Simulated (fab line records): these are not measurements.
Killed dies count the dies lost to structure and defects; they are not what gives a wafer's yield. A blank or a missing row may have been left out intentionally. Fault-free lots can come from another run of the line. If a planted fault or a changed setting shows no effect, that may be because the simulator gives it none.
Struck lot and sound lot, side by side ; flow n5Finfet ; 14 out of 1938 route steps
Sound: the wafers L492.2, L492.4, L492.6. Struck: wafers L495.1, L495.2, L495.6. The cause is named last.
Each step with rows lists, per side, the tool, then ch with its chambers, then its first start. Under that, the readings that differ: sound wafers ; struck wafers ; difference of the means ; sigmas: that difference in standard deviations of wafers without a fault.
alike: a reading whose means differ by less than 2 such deviations, as well as words and numbers matching on both sides. not compared: withheld readings; readings where some wafer has no value; bounds like >300 that might hide an equal value; numbers whose values overlap and for which the record gives no deviation.
Wherever a step has rows on one side only, a row that says differs or no value, or a row with sigmas, the two part there. Numbers that have no deviation but don't overlap get no sigmas and don't part them. Lack of a reading on every wafer of one side parts them only where that side has two or more wafers.

N5_BEOL_M13_ETCH_59: etches BARC in N2/H2, target depth 89 nm, overetch 26.7 nm, time 67.9 s.
  sound on rieDiel-02 ch 0,1,3, day 12 01:05; struck on rieDiel-02 ch 1,2, day 12 07:46
  alike: drypumpMotorCurrentA, oesProductAu, rfVppV, showerheadPlenumPTorr, throttleValvePct
  not compared: rfHoursCounterH
N5_BEOL_M13_VIA_ETCH_16: etches SiOC in C4F8/O2/Ar, target depth 921.7 nm.
  sound on rieDiel-02 ch 0,1,3, day 12 01:08; struck on rieDiel-02 ch 1,2, day 12 07:49
  alike: C4F8_flow_sccm, O2_flow_sccm, drypumpMotorCurrentA, oesProductAu, rfVppV, showerheadPlenumPTorr, throttleValvePct
N5_BEOL_M13_STRIP_63: strips in N2/H2.
  sound on plasmaAsher-02 ch 0,1, day 12 01:23; struck on plasmaAsher-02 ch 0,1, day 12 08:02
  alike: drypumpMotorCurrentA, heaterPowerW, oesProductAu, stripTimeToEndpointS
  not compared: rfHoursCounterH
N5_BEOL_M13_STRIP_64: strips in N2/H2.
  sound on plasmaAsher-02 ch 0,1, day 12 01:26; struck on plasmaAsher-02 ch 0,1, day 12 08:06
  alike: drypumpMotorCurrentA, heaterPowerW, oesProductAu, stripTimeToEndpointS
  not compared: rfHoursCounterH
then, 2 steps without rows for these wafers: N5_BEOL_M13_STRIP_71 (strips in post etch residue remover, time 60 s); N5_BEOL_M13_SRD_72 (time 30 s, dry time 30 s).
N5_BEOL_M13_CD_MEAS_17: the cd target is 190 nm.
  struck on cdSem-01, day 12 08:15; sound on cdSem-02, day 12 01:35
  alike: cdNm
then, 5 steps without rows for these wafers: N5_BEOL_M13_COAT_65 (time 60 s, resist thk 350 nm); N5_BEOL_M13_COAT_66 (time 60 s, resist thk 110 nm); N5_BEOL_M13_COAT_22 (resist thk 300 nm); N5_BEOL_M13_EBR_24; N5_BEOL_M13_SOFTBAKE_23 (time 60 s).
N5_BEOL_M13_EXPOSE_25: exposes mask M13, target cd 210 nm.
  sound on krfScanner-01 ch 0, day 12 01:52; struck on krfScanner-02, day 12 08:32
  no value came back on the struck wafers for exposureDoseMJCm2, focusOffsetNm (nm); on the sound wafers exposureDoseMJCm2 reads 21.965 21.994 22.008
  alike: mask
then, 1 step without rows for these wafers: N5_BEOL_M13_PEB_26 (peb time 90 s).

## WHERE THEY PART
Within this record, at N5_BEOL_M13_EXPOSE_25 only.

WHY: the cause the simulator had injected
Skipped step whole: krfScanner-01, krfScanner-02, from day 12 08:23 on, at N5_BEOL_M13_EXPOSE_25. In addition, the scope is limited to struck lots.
